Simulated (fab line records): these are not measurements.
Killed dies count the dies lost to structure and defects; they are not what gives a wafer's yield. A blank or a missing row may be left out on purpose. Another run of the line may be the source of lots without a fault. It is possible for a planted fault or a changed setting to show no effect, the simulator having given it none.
Which tool was responsible? | flow nand-harc | Sampling: 24 lots, 72 wafers, 2 of 1302 route steps

## WHAT THE GAUGES READ, wafer by wafer
NHARC_A_CONTACT_CD_MEAS_69: the cd target is 300 nm.
lot  | measured     | on        | cd-nm (nm)
L074 | day 22 03:53 | cd-sem-01 | 300.1 299.5 299.2
L076 | day 22 22:22 | cd-sem-02 | 300.4 300.4 300.1
L075 | day 22 22:31 | cd-sem-03 | 300.1 301.1 300.0
L077 | day 23 01:47 | cd-sem-03 | 300.8 300.4 300.5
L078 | day 23 10:51 | cd-sem-02 | 298.9 298.8 298.6
L079 | day 23 17:14 | cd-sem-01 | 300.1 300.1 300.2
L080 | day 23 18:49 | cd-sem-01 | 299.4 300.8 300.6
L082 | day 24 23:49 | cd-sem-01 | 301.4 299.6 299.6
L081 | day 25 01:28 | cd-sem-03 | 299.7 300.1 299.7
L085 | day 25 22:13 | cd-sem-01 | 299.8 299.5 299.1
L084 | day 26 01:01 | cd-sem-03 | 299.3 298.3 299.0
L083 | day 26 12:16 | cd-sem-03 | 300.4 300.0 300.2
L086 | day 26 23:13 | cd-sem-03 | 299.6 298.9 299.8
L087 | day 27 05:29 | cd-sem-02 | 300.1 299.8 299.7
L090 | day 28 07:10 | cd-sem-02 | 300.1 300.1 299.7
L091 | day 28 07:37 | cd-sem-03 | 299.6 300.2 299.4
L089 | day 28 10:23 | cd-sem-03 | 299.9 300.0 301.6
L088 | day 28 13:21 | cd-sem-03 | 299.7 300.0 300.2
L092 | day 29 11:10 | cd-sem-02 | 299.5 299.6 299.1
L093 | day 29 22:09 | cd-sem-02 | 299.2 299.0 300.3
L094 | day 30 01:20 | cd-sem-01 | 300.0 301.1 300.7
L095 | day 30 13:56 | cd-sem-03 | 299.0 299.3 299.3
L096 | day 31 00:53 | cd-sem-03 | 299.0 299.7 299.7
L097 | day 31 07:07 | cd-sem-01 | 299.7 299.7 299.1

NHARC_A_CONTACT_INSPECT_71.
lot  | measured     | on                | raw-defect-count
L074 | day 22 03:59 | defect-inspect-01 | 54 64 59
L076 | day 22 22:29 | defect-inspect-02 | 20 18 23
L075 | day 22 22:38 | defect-inspect-02 | 130 142 142
L077 | day 23 01:55 | defect-inspect-01 | 67 55 63
L078 | day 23 10:58 | defect-inspect-02 | 67 67 55
L079 | day 23 17:22 | defect-inspect-01 | 138 163 143
L080 | day 23 18:56 | defect-inspect-02 | 19 28 22
L082 | day 24 23:57 | defect-inspect-02 | 83 78 82
L081 | day 25 01:35 | defect-inspect-01 | 99 114 117
L085 | day 25 22:20 | defect-inspect-02 | 131 122 115
L084 | day 26 01:08 | defect-inspect-01 | 24 23 32
L083 | day 26 12:23 | defect-inspect-02 | 121 134 145
L086 | day 26 23:20 | defect-inspect-01 | 25 18 16
L087 | day 27 05:36 | defect-inspect-02 | 34 38 30
L090 | day 28 07:17 | defect-inspect-02 | 109 79 103
L091 | day 28 07:44 | defect-inspect-01 | 51 38 60
L089 | day 28 10:31 | defect-inspect-02 | 101 87 107
L088 | day 28 13:29 | defect-inspect-02 | 135 132 96
L092 | day 29 11:17 | defect-inspect-01 | 114 117 132
L093 | day 29 22:16 | defect-inspect-01 | 106 102 116
L094 | day 30 01:28 | defect-inspect-01 | 83 83 83
L095 | day 30 14:03 | defect-inspect-02 | 88 78 95
L096 | day 31 01:01 | defect-inspect-01 | 42 41 52
L097 | day 31 07:15 | defect-inspect-02 | 140 138 135

## EACH LOT AND THE TOOL THAT RAN IT (in order: tool; ch and the chambers of the sampled wafers; start)
Before these readings, the record contains no process step.

## AS READ BY THE TOOLS THEMSELVES (means over the sampled wafers that have a number; for cases with no such wafer, the mark the record gives instead)
The record holds no such reading with a usual standard deviation.

## THE ANSWER, worked out from the rows above alone
Rule: what is usual is taken from the lots themselves. Put in order of their means at a reading, lots are off if they are a third of the lots or fewer, leave a main group of 4 or more, and stand apart from it by a gap of 3 or more times the standard deviation of the main group's means; of several such gaps the widest counts. If all means in a main group match to the digits the tables above print for the reading, that group is not used. A lot without any number at a reading at which 4 lots or more have one is off too. Any other lot the step has rows for is counted as sound. First the gauges in route order, then the tools' own readings, where a lot's mean is used as printed above. At the first step where some lot is off, the reading lying furthest off is the one used; lots without a number count as furthest.
Across all readings shown, no lot is off: no conclusion can be drawn from this.

## WHAT WAS PUT IN BY THE SIMULATOR
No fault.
